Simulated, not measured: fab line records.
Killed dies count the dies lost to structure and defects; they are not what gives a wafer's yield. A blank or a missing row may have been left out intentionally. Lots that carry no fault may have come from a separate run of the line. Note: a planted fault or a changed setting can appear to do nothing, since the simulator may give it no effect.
One fault through the eyes of 2 desks :: flow n5 finfet :: what lay behind the numbers comes last; until then each desk has only its own

FROM THE METROLOGY DESK
Lot by lot, what the gauges showed, no matter which tool ran the lot: averages of those sampled wafers that carry a number. Any lot whose mean is over 4 standard deviations away from the usual mean is out of limits and marked OUT; that distance is given in the brackets.
Columns: A = cd nm at N5_BEOL_M7_CD_MEAS_28, usual 40.06 nm; B = trench depth nm at N5_BEOL_M7_OCD_MEAS_38, usual 93.2 nm; C = M7_THK at N5_BEOL_M7_THK_MEAS_53, usual 77.7 nm; D = M7_RS at N5_BEOL_M7_RS_MEAS_57, usual 0.288 ohm/sq
lot: L624
first seen here: day 9 12:32
A: 40.11
B: 92.2
C: 77.5
D: 0.293

lot: L625
first seen here: day 10 00:31
A: 40.03
B: 95.5
C: 80.9
D: 0.275

lot: L632
first seen here: day 11 10:43
A: 40.11
B: 115.7 (+15) OUT
C: 98.9 (+11) OUT
D: 0.234 (-7.0) OUT

lot: L636
first seen here: day 12 15:08
A: 40.06
B: 94.5
C: 80.7
D: 0.279

lot: L638
first seen here: day 13 06:14
A: 40.12
B: 93.1
C: 77.4
D: 0.288

lot: L640
first seen here: day 13 16:04
A: 39.80
B: 93.4
C: 76.8
D: 0.293

lot: L643
first seen here: day 14 01:19
A: 39.94
B: 93.5
C: 77.7
D: 0.289

lot: L642
first seen here: day 14 05:37
A: 40.06
B: 92.3
C: 76.0
D: 0.297

lot: L645
first seen here: day 15 07:37
A: 39.87
B: 94.0
C: 77.9
D: 0.290
This desk's verdict: out of limits on L632, starting with L632 at day 11 11:17 (trench depth nm at N5_BEOL_M7_OCD_MEAS_38). L624, L625, L636, L638, L640, L643, L642, L645: within limits.

AT THE TOOL OWNER'S DESK: rie diel-02
The tool's own readings at N5_BEOL_M7_TRENCH_ETCH_37 (etches SiCOH lowk in C4F6/O2, target depth 93.478 nm, time 31.2 s): means of the sampled wafers that have a number, for each lot that ran on this tool. Any lot whose mean is over 4 standard deviations away from the usual mean is out of limits and marked OUT; that distance is given in the brackets.
Columns: A = drypump motor current A at N5_BEOL_M7_TRENCH_ETCH_37, usual 5.6 A; B = oes product au at N5_BEOL_M7_TRENCH_ETCH_37, usual 0.81 a.u.; C = rf vpp V at N5_BEOL_M7_TRENCH_ETCH_37, usual 668 V; D = showerhead plenum p Torr at N5_BEOL_M7_TRENCH_ETCH_37, usual 2.88 Torr; E = throttle valve pct at N5_BEOL_M7_TRENCH_ETCH_37, usual 20.88 %
lot: L624
first seen here: day 9 13:13
A: 5.6
B: 0.74
C: 663
D: 2.83
E: 20.64

lot: L632
first seen here: day 11 11:07
A: 5.2
B: 1.06
C: 664
D: 2.96
E: 20.59

lot: L642
first seen here: day 14 06:44
A: 5.4
B: 0.76
C: 670
D: 2.92
E: 20.82
This desk found nothing out of limits on any of the 3 lots.

BROUGHT TOGETHER
The metrology desk could have raised an alarm at day 11 11:17, on L632.
The desk of the tool owner found nothing out of limits.
On record at the tool owner's desk: L632, within its limits.
Of the lots named, all ran N5_BEOL_M7_TRENCH_ETCH_37 on rie diel-02.

WHAT WAS PUT IN BY THE SIMULATOR
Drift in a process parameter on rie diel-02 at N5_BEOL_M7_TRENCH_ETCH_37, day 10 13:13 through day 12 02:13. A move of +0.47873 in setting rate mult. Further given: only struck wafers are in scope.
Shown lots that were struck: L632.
Per desk, hours elapsed from the start of the fault to the first reading out of limits: for the metrology desk, 22.
